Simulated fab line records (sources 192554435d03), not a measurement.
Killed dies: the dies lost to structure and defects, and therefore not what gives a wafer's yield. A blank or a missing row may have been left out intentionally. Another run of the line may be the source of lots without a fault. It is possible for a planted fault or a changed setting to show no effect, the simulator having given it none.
fab line records -- flow n5-finfet
record: lots: 6, wafers: 16, last-day: 17
route steps=1938 shown FIN_CUT@178 STI_FIN_REVEAL@183
lots that met no fault: from a run of the same line without faults
start-h: start of the lot's first displayed wafer, in hours after the record's first day -- wait-h: time in hours since the lot's previous step -- " repeats the value in the row above -- L1.1+2: a row that stands for several wafers -- - no value, or no start was given -- * or withheld: withheld -- < > ~ a bound
route shown NAME@n: names a module that has steps shown in the file, with the first one's number in the route -- usual: mean/standard deviation taken from wafers without a fault -- same: alike in all rows -- chamber/n: place in a boat -- sites: readings site by site -- _std_site: their standard deviation -- _edge_site: outer sites' mean less inner sites' -- radius-mm: for every site, how far away it sits from the centre of the wafer -- mask NAME#n: copy n -- behind: the tool/chamber that last shaped the wafer -- hold: cause of the lot's hold/its duration in hours/its outcome -- device: which transistor (n, p or np) failed to switch -- end of line: the tests these same wafers got at the end of their route -- where a step has no rows: the recipe by itself -- killed: dies that structure and defects cost at the first sort, which is not the same as the wafer's yield -- map: per-die view of a wafer (x killed, . not killed, _ where there is no die)
set.NAME: the setting as run; set.NAME@STEP: as run at that earlier step -- model.NAME: the simulator's own value behind a step, which no gauge read
lots at selected steps of the route; one table per step, one row per wafer
services: the hour from which a tool's chamber was out of use, counted from the record's first day as start-h (under 0 if before that day), plus the number of hours and why
== steps ==
step: N5_FIN_CUT_STRIP_22
recipe: chemistry: N2/H2, power-w: 500, temp-c: 40, pressure-mtorr: 50, rf-frequency-hz: 6e+07, overash-fraction: 0.3, bias-power-w: 8, h2-frac: 0.5, n2-flow-sccm: 300, h2-flow-sccm: 300
usual: drypump-motor-current-A: 5.55/0.26, oes-product-au: 0.78/0.082, rf-vpp-V: 54.5/2.3, showerhead-plenum-p-Torr: 3.40/0.1, temp-c: 40.01/0.11, throttle-valve-pct: 18.8/0.37
lot.wafer,tool,chamber,start-h,wait-h,drypump-motor-current-A,oes-product-au,rf-hours-counter-h,rf-vpp-V,showerhead-plenum-p-Torr,temp-c,throttle-valve-pct
L782.1,rie-diel-06,1,70.02,0.1,5.30,0.73,179,56.3,3.34,40.01,18.9
L782.2,rie-diel-06,0,70.02,0.1,5.82,0.73,192,54.6,3.35,40.11,19.0
L782.6,rie-diel-06,0,70.02,0.1,5.82,0.71,-,57.2,3.35,40.00,19.0
L784.1,rie-diel-01,2,82.88,0.1,5.74,0.70,205,53.1,3.45,40.01,19.1
L784.3,rie-diel-01,1,82.88,0.1,5.49,0.71,225,57.2,3.45,39.80,18.8
L784.5,rie-diel-01,1,82.88,0.1,5.50,0.72,-,52.5,3.46,39.91,18.8
L791.1,rie-diel-02,0,125.30,0.0,5.11,0.68,217,50.8,3.46,40.00,19.4
L791.2,rie-diel-02,3,125.30,0.0,5.34,0.77,140,53.5,3.23,39.96,18.8
L791.4,rie-diel-02,2,125.30,0.0,5.83,0.87,60,56.6,3.41,39.92,18.1
L794.2,rie-diel-02,0,145.12,0.1,5.10,0.69,222,52.3,3.46,39.91,19.4
L794.5,rie-diel-02,3,145.12,0.1,5.34,0.79,-,58.4,3.22,40.02,18.8
L795.1,rie-diel-02,3,148.50,0.2,5.34,0.77,145,49.9,3.22,39.96,18.7
L795.5,rie-diel-02,1,148.50,0.2,5.68,0.84,-,54.5,3.28,39.96,18.7
L798.4,rie-diel-01,0,169.40,0.1,5.42,0.77,-,55.1,3.22,39.93,18.8
L798.5,rie-diel-01,2,169.40,0.1,5.75,0.67,-,54.2,3.44,39.93,19.2
L798.6,rie-diel-01,3,169.40,0.1,5.17,0.86,-,54.9,3.40,40.08,18.6
step: N5_FIN_CUT_PRECLEAN_36
recipe: chemistry: O3/DIW, time-s: 60, temp-c: 22, o3-ppm: 10
step: N5_FIN_CUT_SRD_32
recipe: dry: ipa-marangoni, time-s: 30, temp-c: 23, rinse-liquid: diw
step: N5_FIN_CUT_UV_OZONE_34
recipe: time-s: 120, pressure-torr: 760, temp-c: 25
step: N5_FIN_CUT_INSPECT_17
recipe: inspect-instrument: brightfield, mode: aei
usual: raw-defect-count: 236/64
lot.wafer,tool,chamber,start-h,wait-h,raw-defect-count
L782.1,defect-inspect-02,-,70.24,0.0,313
L782.2,defect-inspect-02,-,70.24,0.0,271
L782.6,defect-inspect-02,-,70.24,0.0,341
L784.1,defect-inspect-02,-,83.04,0.0,276
L784.3,defect-inspect-02,-,83.04,0.0,303
L784.5,defect-inspect-02,-,83.04,0.0,299
L791.1,defect-inspect-01,-,125.47,0.0,205
L791.2,defect-inspect-01,-,125.47,0.0,138
L791.4,defect-inspect-01,-,125.47,0.0,243
L794.2,defect-inspect-01,-,145.36,0.0,253
L794.5,defect-inspect-01,-,145.36,0.0,234
L795.1,defect-inspect-02,-,148.67,0.0,251
L795.5,defect-inspect-02,-,148.67,0.0,282
L798.4,defect-inspect-02,-,169.55,0.0,218
L798.5,defect-inspect-02,-,169.55,0.0,208
L798.6,defect-inspect-02,-,169.55,0.0,324
step: N5_STI_FIN_REVEAL_ALD_00
recipe: material: SiO2, target-thk-a: 10, temp-c: 300, ald-precursor-family: BDEAS, ald-co-reactant: O2-plasma, pulse-time-s: 1, pressure-torr: 2
step: N5_STI_FIN_REVEAL_ALD_14
recipe: material: Si3N4, target-thk-a: 30, temp-c: 400, ald-precursor-family: SiH2I2, ald-co-reactant: N2/H2-plasma, pressure-torr: 2
usual: heater-power-w: 856/110
lot.wafer,tool,chamber,start-h,wait-h,heater-power-w
L782.1,ald-sin-02,3,70.46,0.0,716
L782.2,ald-sin-02,2,70.46,0.0,864
L782.6,ald-sin-02,1,70.46,0.0,935
L784.1,ald-sin-01,2,83.60,0.0,725
L784.3,ald-sin-01,1,83.60,0.0,957
L784.5,ald-sin-01,3,83.60,0.0,1112
L791.1,ald-sin-01,1,125.56,0.0,923
L791.2,ald-sin-01,0,125.56,0.0,817
L791.4,ald-sin-01,3,125.56,0.0,1070
L794.2,ald-sin-02,2,145.74,0.0,841
L794.5,ald-sin-02,2,145.74,0.0,840
L795.1,ald-sin-03,0,148.75,0.0,775
L795.5,ald-sin-03,1,148.75,0.0,895
L798.4,ald-sin-01,1,170.06,0.1,926
L798.5,ald-sin-01,3,170.06,0.1,1086
L798.6,ald-sin-01,2,170.06,0.1,732
step: N5_STI_FIN_REVEAL_FCVD_FILL_01
recipe: material: SiO2_flowable, target-thk-a: 3120, temp-c: 100, pressure-torr: 0.8, rf-w: 2000, time-s: 512.2
step: N5_STI_FIN_REVEAL_DENSIFY_02
recipe: temp-c: 650, ambient: steam, time-s: 1800, idle-temp-c: 400, densification-p-h2o-torr: 640
step: N5_STI_FIN_REVEAL_CMP_04
recipe: stop-on: Si3N4, t-overpolish-s: 4, down-force-psi: 2, platen-rpm: 54.18, post-cmp-clean: alkaline-brush, pad-velocity-m-s: 1.078, target-thk-nm: 131.83
usual: motor-current-A: 8.4/0.74, overpolish-run-s: 4.000/0.0088, slurry-flow-ml-min: 150.0/0.5, time-to-endpoint-s: 107/5.4
lot.wafer,tool,chamber,start-h,wait-h,motor-current-A,overpolish-run-s,slurry-flow-ml-min,time-to-endpoint-s
L782.2,cmp-02,2,75.57,0.1,9.7,4.000,149.9,100
L782.1,cmp-02,3,75.57,0.1,7.9,4.005,150.4,96
L782.6,cmp-02,1,75.57,0.1,8.2,3.999,150.8,103
L784.1,cmp-02,2,88.68,0.1,9.3,4.011,149.3,102
L784.3,cmp-02,3,88.68,0.1,8.3,3.992,148.8,105
L784.5,cmp-02,2,88.68,0.1,9.2,3.995,149.6,106
L791.1,cmp-02,3,130.59,0.0,7.8,4.004,150.5,105
L791.2,cmp-02,0,130.59,0.0,9.7,4.019,149.9,104
L791.4,cmp-02,1,130.59,0.0,8.5,4.000,150.1,110
L794.2,cmp-03,0,150.77,0.0,9.4,4.006,150.3,104
L794.5,cmp-03,1,150.77,0.0,8.2,3.991,150.8,102
L795.1,cmp-02,3,153.90,0.1,8.2,4.003,149.8,107
L795.5,cmp-02,0,153.90,0.1,9.0,3.990,150.0,113
L798.4,cmp-04,3,175.03,0.1,8.7,3.997,150.2,113
L798.6,cmp-04,2,175.03,0.1,8.9,4.003,149.3,116
L798.5,cmp-04,3,175.03,0.1,9.2,3.999,150.5,115
step: N5_STI_FIN_REVEAL_THK_MEAS_05
usual: thk-nm: 132.3/1.3
lot.wafer,tool,chamber,start-h,wait-h,thk-nm
L782.1,film-metro-02,-,75.79,-,130.6
L782.2,film-metro-02,-,75.79,-,130.2
L782.6,film-metro-02,-,75.79,-,131.4
L784.1,film-metro-01,-,88.94,-,130.3
L784.3,film-metro-01,-,88.94,-,130.5
L784.5,film-metro-01,-,88.94,-,130.6
L791.1,film-metro-01,-,130.89,-,130.5
L791.2,film-metro-01,-,130.89,-,130.3
L791.4,film-metro-01,-,130.89,-,132.2
L794.2,film-metro-02,-,151.07,-,132.1
L794.5,film-metro-02,-,151.07,-,133.1
L795.1,film-metro-02,-,154.08,-,131.0
L795.5,film-metro-02,-,154.08,-,132.7
L798.4,film-metro-02,-,175.29,-,132.3
L798.5,film-metro-02,-,175.29,-,131.8
L798.6,film-metro-02,-,175.29,-,133.2
step: N5_STI_FIN_REVEAL_DENSIFY_30
recipe: temp-c: *, time-s: *, ambient: N2, idle-temp-c: 600, ramp-up-c-per-s: 150, ramp-down-c-per-s: 60, cool-to-c: 600
usual: lamp-power-pct: 11.53/0.055, lamp_zone_5_pct: 11.536/0.016, wafer_temp_C_max: *
lot.wafer,tool,chamber,start-h,wait-h,lamp-power-pct,lamp_zone_5_pct,wafer_temp_C_max
L782.1,rtp-anneal-01,0,75.82,0.0,11.53,11.525,*
L782.2,rtp-anneal-01,0,75.82,0.0,11.47,11.516,*
L782.6,rtp-anneal-01,0,75.82,0.0,11.54,11.535,*
L784.1,rtp-anneal-01,0,89.13,0.2,11.60,11.522,*
L784.3,rtp-anneal-01,0,89.13,0.2,11.52,11.562,*
L784.5,rtp-anneal-01,0,89.13,0.2,11.49,11.512,*
L791.1,rtp-anneal-02,0,131.16,0.3,11.56,11.535,*
L791.2,rtp-anneal-02,0,131.16,0.3,11.51,11.539,*
L791.4,rtp-anneal-02,0,131.16,0.3,11.52,11.545,*
L794.2,rtp-anneal-02,0,151.13,0.1,11.59,11.542,*
L794.5,rtp-anneal-02,0,151.13,0.1,11.46,11.522,*
L795.1,rtp-anneal-02,0,154.15,0.1,11.49,11.555,*
L795.5,rtp-anneal-02,0,154.15,0.1,11.50,11.545,*
L798.4,rtp-anneal-01,0,175.41,0.1,11.55,11.540,*
L798.5,rtp-anneal-01,0,175.41,0.1,11.63,11.556,*
L798.6,rtp-anneal-01,0,175.41,0.1,11.50,11.541,*
step: N5_STI_FIN_REVEAL_ETCHBACK_08
recipe: chemistry: C4F6/O2, target: SiO2, target-depth-a: 305, time-s: 10.167, ion-energy-ev: 250, pressure-mtorr: 30, source-w: 345, bias-w: 185, Ar_flow_sccm: 300, C4F6_flow_sccm: 10, O2_flow_sccm: 10
usual: drypump-motor-current-A: 5.9/0.47, oes-product-au: 0.76/0.077, rf-fwd-power-W: 340.3/1.4, rf-vpp-V: 660/13, showerhead-plenum-p-Torr: 2.83/0.083, throttle-valve-pct: 21.06/0.24
lot.wafer,tool,chamber,start-h,wait-h,drypump-motor-current-A,oes-product-au,rf-fwd-power-W,rf-hours-counter-h,rf-vpp-V,showerhead-plenum-p-Torr,throttle-valve-pct
L782.1,rie-diel-04,2,76.04,0.2,6.4,0.74,340.0,173,654,2.82,21.30
L782.2,rie-diel-04,1,76.04,0.2,6.1,0.72,339.1,190,663,2.93,20.84
L782.6,rie-diel-04,3,76.04,0.2,6.1,0.84,340.4,-,683,2.78,20.89
L784.1,rie-diel-05,2,89.36,0.2,5.9,0.71,337.2,213,655,2.70,21.22
L784.3,rie-diel-05,3,89.36,0.2,6.2,0.71,342.6,200,642,2.94,20.91
L784.5,rie-diel-05,1,89.36,0.2,5.0,0.74,341.2,-,647,2.84,20.90
L791.1,rie-diel-03,3,131.37,0.2,5.5,0.93,341.1,23,671,2.81,21.23
L791.2,rie-diel-03,2,131.37,0.2,6.0,0.73,342.1,205,667,2.94,21.70
L791.4,rie-diel-03,0,131.37,0.2,5.4,0.74,341.0,172,660,2.85,21.21
L794.2,rie-diel-03,0,151.31,0.2,5.4,0.72,339.8,178,660,2.84,21.23
L794.5,rie-diel-03,2,151.31,0.2,6.0,0.71,-,-,668,2.94,21.69
L795.1,rie-diel-03,1,154.37,0.2,6.6,0.88,340.9,49,659,2.79,20.86
L795.5,rie-diel-03,1,154.37,0.2,6.6,0.87,-,-,658,2.79,20.88
L798.4,rie-diel-04,1,175.93,0.5,6.1,0.69,340.5,-,661,2.91,20.90
L798.5,rie-diel-04,2,175.93,0.5,6.4,0.70,340.0,-,652,2.80,21.35
L798.6,rie-diel-04,3,175.93,0.5,6.0,0.79,337.9,-,683,2.76,20.95
step: N5_STI_FIN_REVEAL_STRIP_24
recipe: chemistry: N2/H2, time-s: 90, power-w: 100, temp-c: 40, pressure-mtorr: 100, rf-frequency-hz: 6e+07, bias-power-w: 3, n2-flow-sccm: 300, h2-flow-sccm: 300
step: N5_STI_FIN_REVEAL_PRECLEAN_25
recipe: chemistry: SPM, time-s: 90, temp-c: 120, mix: 4:1
step: N5_STI_FIN_REVEAL_PRECLEAN_26
recipe: chemistry: SC1, time-s: 45, temp-c: 46, mix: 1:2:100
step: N5_STI_FIN_REVEAL_PRECLEAN_29
recipe: chemistry: DHF, time-s: 30, temp-c: 25, dilution: 300:1
step: N5_STI_FIN_REVEAL_SRD_12
recipe: time-s: 30, temp-c: 23, rinse-liquid: diw, dry: ipa-marangoni
step: N5_STI_FIN_REVEAL_RECESS_09
recipe: chemistry: HF/NH3, target: SiO2, afs-cycles: 11, target-depth-a: 425, temp-c: 30, sublimation-temp-c: 180, sublimation-time-s: 60
step: N5_STI_FIN_REVEAL_STRIP_16
recipe: chemistry: H3PO4, material: SiNx, temp-c: 165, target-depth-a: 238, overetch-fraction: 0.4964, dry: ipa-marangoni
step: N5_STI_FIN_REVEAL_PRECLEAN_17
recipe: chemistry: NF3:NH3, afs-cycles: 1, temp-c: 30, time-s: 20, sublimation-temp-c: 180, sublimation-time-s: 60, pressure-torr: 3, rf-power-w: 30
step: N5_STI_FIN_REVEAL_ETCH_34
recipe: chemistry: H2, mode: isotropic, material: Si, target: Si, target-depth-a: 9.7, temp-c: 20, pressure-mtorr: 4.5, icp-w: 300, bias-w: 0, h2-flow-sccm: 7.5, he-flow-sccm: 142.5
step: N5_STI_FIN_REVEAL_OXIDATION_31
recipe: chemistry: O2_PLASMA_REMOTE, temp-c: 150, time-s: 20, pressure-mtorr: 1000, source-power-w: 2000, o2-flow-sccm: 3000
usual: drypump-motor-current-A: 5.7/0.52, heater-power-w: 137/15, rf-fwd-power-W: 1983/8.2, temp-c: 150.03/0.14
lot.wafer,tool,chamber,start-h,wait-h,drypump-motor-current-A,heater-power-w,rf-fwd-power-W,rf-hours-counter-h,temp-c
L782.1,plasma-asher-01,0,78.55,0.0,5.3,122,1980,34,150.40
L782.2,plasma-asher-01,1,78.55,0.0,5.7,158,1982,34,150.20
L782.6,plasma-asher-01,1,78.55,0.0,5.7,155,1978,-,149.90
L784.1,plasma-asher-01,0,91.76,0.0,5.2,122,1993,37,150.11
L784.3,plasma-asher-01,1,91.76,0.0,5.7,154,1987,-,149.86
L784.5,plasma-asher-01,1,91.76,0.0,5.7,157,1989,-,149.79
L791.1,plasma-asher-02,1,133.83,0.0,5.2,138,1969,98,150.15
L791.2,plasma-asher-02,0,133.83,0.0,6.7,141,1983,98,149.87
L791.4,plasma-asher-02,1,133.83,0.0,5.2,134,1973,-,150.06
L794.2,plasma-asher-01,0,153.76,0.0,5.3,121,1983,49,150.15
L794.5,plasma-asher-01,1,153.76,0.0,5.7,152,1976,-,149.96
L795.1,plasma-asher-01,0,156.78,0.0,5.2,121,1988,50,149.99
L795.5,plasma-asher-01,1,156.78,0.0,5.7,153,1986,-,149.94
L798.4,plasma-asher-02,0,178.35,0.1,6.7,140,1994,-,150.00
L798.5,plasma-asher-02,1,178.35,0.1,5.2,135,1982,-,150.30
L798.6,plasma-asher-02,0,178.35,0.1,6.7,141,1985,-,149.93
step: N5_STI_FIN_REVEAL_PRECLEAN_32
recipe: chemistry: NF3:NH3, afs-cycles: 1, temp-c: 30, time-s: 20, sublimation-temp-c: 180, sublimation-time-s: 60, pressure-torr: 3, rf-power-w: 30
step: N5_STI_FIN_REVEAL_STRIP_35
recipe: chemistry: H3PO4, material: Si3N4, temp-c: 165, target-depth-a: 40, time-s: 39
step: N5_STI_FIN_REVEAL_SRD_21
recipe: dry: ipa-marangoni, time-s: 30, temp-c: 23, rinse-liquid: diw
step: N5_STI_FIN_REVEAL_OXIDATION_33
recipe: chemistry: O2_PLASMA_REMOTE, temp-c: 150, time-s: 20, pressure-mtorr: 1000, source-power-w: 2000, o2-flow-sccm: 3000
step: N5_STI_FIN_REVEAL_CLEAN_19
recipe: chemistry: O3/DIW, temp-c: 25, time-s: 120, o3-ppm: 10
step: N5_STI_FIN_REVEAL_SRD_23
recipe: dry: ipa-marangoni, time-s: 30, temp-c: 23, rinse-liquid: diw
step: N5_STI_FIN_REVEAL_CD_MEAS_22
recipe: target-cd-nm: 6.238, pitch-nm: 28, polarity: line
usual: cd-nm: 6.22/0.27
lot.wafer,tool,chamber,start-h,wait-h,cd-nm
L782.1,cd-sem-01,-,79.55,0.0,6.05
L782.2,cd-sem-01,-,79.55,0.0,6.61
L782.6,cd-sem-01,-,79.55,0.0,6.46
L784.1,cd-sem-02,-,92.38,0.0,5.82
L784.3,cd-sem-02,-,92.38,0.0,6.33
L784.5,cd-sem-02,-,92.38,0.0,6.32
L791.1,cd-sem-02,-,134.35,0.0,6.56
L791.2,cd-sem-02,-,134.35,0.0,6.60
L791.4,cd-sem-02,-,134.35,0.0,6.33
L794.2,cd-sem-03,-,154.27,0.0,6.54
L794.5,cd-sem-03,-,154.27,0.0,6.70
L795.1,cd-sem-02,-,157.29,0.0,6.59
L795.5,cd-sem-02,-,157.29,0.0,6.57
L798.4,cd-sem-03,-,178.85,0.0,6.33
L798.5,cd-sem-03,-,178.85,0.0,6.23
L798.6,cd-sem-03,-,178.85,0.0,6.05
step: N5_STI_FIN_REVEAL_FIN_H_MEAS_10
usual: trench-depth-nm: 51.9/0.72
lot.wafer,tool,chamber,start-h,wait-h,trench-depth-nm
L782.1,ocd-02,-,79.58,0.0,51.9
L782.2,ocd-02,-,79.58,0.0,52.5
L782.6,ocd-02,-,79.58,0.0,51.7
L784.1,ocd-02,-,92.41,0.0,51.5
L784.3,ocd-02,-,92.41,0.0,50.9
L784.5,ocd-02,-,92.41,0.0,51.9
L791.1,ocd-02,-,134.38,0.0,53.0
L791.2,ocd-02,-,134.38,0.0,51.8
L791.4,ocd-02,-,134.38,0.0,51.7
L794.2,ocd-02,-,154.30,0.0,51.5
L794.5,ocd-02,-,154.30,0.0,45.3
L795.1,ocd-01,-,157.32,0.0,52.7
L795.5,ocd-01,-,157.32,0.0,46.7
L798.4,ocd-01,-,178.88,0.0,52.1
L798.5,ocd-01,-,178.88,0.0,52.3
L798.6,ocd-01,-,178.88,0.0,51.8
step: N5_STI_FIN_REVEAL_PRECLEAN_18
recipe: chemistry: SC2, time-s: 45, temp-c: 35, mix: 1:1:50
== services ==
tool,chamber,start-h,hours,kind
ald-sin-02,0,52.12,9.3,repair
cmp-03,-,53.33,6.9,pm
plasma-asher-01,-,56.11,12.3,repair
ald-sin-01,3,57.64,-,calibration
cmp-03,-,62.97,1.5,repair
ald-sin-01,0,75.08,15.8,repair
cmp-04,-,75.66,3.8,pm
plasma-asher-02,-,78.45,1.9,repair
cmp-03,-,85.06,0.3,repair
ald-sin-01,-,86.57,14.0,pm
ald-sin-01,1,86.57,14.0,vent-cycle
cmp-03,-,93.94,15.1,pm
rie-diel-03,-,95.44,6.3,repair
cmp-02,-,104.15,4.2,pm
rie-diel-04,1,111.29,4.4,repair
rie-diel-06,2,125.43,12.1,repair
cmp-03,-,127.94,1.8,repair
ald-sin-03,2,129.97,7.7,repair
rie-diel-04,0,137.60,42.6,repair
rie-diel-02,3,142.67,1.8,repair
cmp-04,-,156.81,4.5,pm
rie-diel-01,2,164.28,2.8,repair
rie-diel-05,-,172.74,15.6,pm
ald-sin-02,-,176.75,14.0,pm
== key ==
first-sign: step: N5_STI_FIN_REVEAL_FIN_H_MEAS_10, reading: trench-depth-nm, direction: down, sigmas: 8.3, usual: 51.9, struck: 46.0
effect none on later readings
met-at N5_STI_FIN_REVEAL_ETCHBACK_08
struck-wafers L794.5,L795.5
tester-left-out L794,L795
onset-between 131.37 151.31
fault: kind: process-parameter-drift, tool: rie-diel-03, chamber: -, onset-h: 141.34, steps: N5_STI_FIN_REVEAL_ETCHBACK_08, channel: time-s, offset: *, shape: step, end-h: 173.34, scope: struck-wafers-only, acts-in: *, stated: *
tester-left-out: of these lots the tester's yield and bins aren't shown, on N5 and GAA mostly nor the transistor test; their killed dies are dies lost to structure and defects alone, not to doping, threshold or leakage, so they don't give the yield
